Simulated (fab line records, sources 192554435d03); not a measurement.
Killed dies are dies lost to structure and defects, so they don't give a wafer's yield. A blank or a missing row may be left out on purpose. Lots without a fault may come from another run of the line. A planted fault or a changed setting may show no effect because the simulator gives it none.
Chamber matching | flow n5_finfet | N5_DUMMY_GATE_STRIP_40 on rie_diel-01: 4 sister chambers
The step strips in CF4. 4 wafers are shown with their chamber, then 10 later ones without.

WAFERS WITH THEIR CHAMBER
wafer  | chamber | drypump_motor_current_A (A)
L087.2 | 3       | 4.9
L087.5 | 0       | 6.0
L088.2 | 2       | 6.4
L088.3 | 1       | 5.8

WAFERS WITHOUT THEIR CHAMBER
wafer  | drypump_motor_current_A (A)
L088.5 | 6.4
L092.1 | 4.9
L092.4 | 5.8
L092.6 | 6.0
L095.1 | 5.8
L095.3 | 6.4
L095.4 | 5.8
L097.1 | 5.8
L097.4 | 6.3
L097.5 | 5.8

WHICH CHAMBER EACH WENT THROUGH
wafer  | from the rows above | in truth
L088.5 | 2                   | 2
L092.1 | 3                   | 3
L092.4 | 1                   | 1
L092.6 | 0                   | 0
L095.1 | 1                   | 1
L095.3 | 2                   | 2
L095.4 | 1                   | 1
L097.1 | 1                   | 1
L097.4 | 2                   | 2
L097.5 | 1                   | 1
Placed correctly: 10 of 10. Can't be placed from these rows: 0. Placed wrongly: 0.
How it was worked out, from the rows above alone: a wafer's distance from a chamber is the root of the sum, over the readings, of the square of ((its reading less the chamber's mean) divided by the reading's scatter). The wafer belongs to the nearest chamber; if the next one is less than 2 further off, it can't be placed. A chamber's mean is the mean of its shown wafers. The scatter: with one shown wafer a chamber, the root of the mean of the squares of how far each hidden wafer lies from its nearest shown one.
